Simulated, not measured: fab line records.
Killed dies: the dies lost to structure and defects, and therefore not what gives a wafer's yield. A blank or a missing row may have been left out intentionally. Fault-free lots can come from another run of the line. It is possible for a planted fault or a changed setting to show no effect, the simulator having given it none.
Matching of chambers || flow nand_harc || 4 sister chambers for NHARC_A_SGD_CUT_ETCH_16 on rie_diel-02
The step etches the open film in C4F8/O2/Ar, target depth 310.5 nm, time 155.2 s. 4 wafers are shown with their chamber, then 7 later ones without.

== WAFERS WITH THEIR CHAMBER ==
{"wafer": "L391.1", "chamber": 1, "rf_vpp_V (V)": 726.9}
{"wafer": "L391.2", "chamber": 3, "rf_vpp_V (V)": 721.6}
{"wafer": "L390.3", "chamber": 2, "rf_vpp_V (V)": 724.8}
{"wafer": "L390.4", "chamber": 0, "rf_vpp_V (V)": 719.3}

== WAFERS WHOSE CHAMBER IS MISSING ==
{"wafer": "L390.5", "rf_vpp_V (V)": 726.6}
{"wafer": "L400.2", "rf_vpp_V (V)": 721.2}
{"wafer": "L400.4", "rf_vpp_V (V)": 726.5}
{"wafer": "L400.5", "rf_vpp_V (V)": 726.6}
{"wafer": "L402.2", "rf_vpp_V (V)": 726.5}
{"wafer": "L402.3", "rf_vpp_V (V)": 722.6}
{"wafer": "L402.5", "rf_vpp_V (V)": 726.7}

== CHAMBER TAKEN BY EACH ==
{"wafer": "L390.5", "from the rows above": 1, "in truth": 1}
{"wafer": "L400.2", "from the rows above": 3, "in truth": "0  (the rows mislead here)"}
{"wafer": "L400.4", "from the rows above": 1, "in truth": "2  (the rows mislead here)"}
{"wafer": "L400.5", "from the rows above": 1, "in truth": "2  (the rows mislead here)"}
{"wafer": "L402.2", "from the rows above": 1, "in truth": 1}
{"wafer": "L402.3", "from the rows above": 3, "in truth": 3}
{"wafer": "L402.5", "from the rows above": 1, "in truth": 1}
Correct placement for 4 of the 7. From these rows, 0 cannot be placed. Wrongly placed: 3.
How it was worked out, from the rows above alone: a wafer's distance from a chamber is the root of the sum, over the readings, of the square of ((its reading less the chamber's mean) divided by the reading's scatter). If the next closest chamber is less than 2 further off than the closest, the wafer can't be placed; otherwise it belongs to the closest. For every chamber, the mean is computed from those of its wafers that are shown. The scatter (one wafer shown for each chamber): square how far every hidden wafer sits from the nearest shown wafer, average those squares and take the square root.
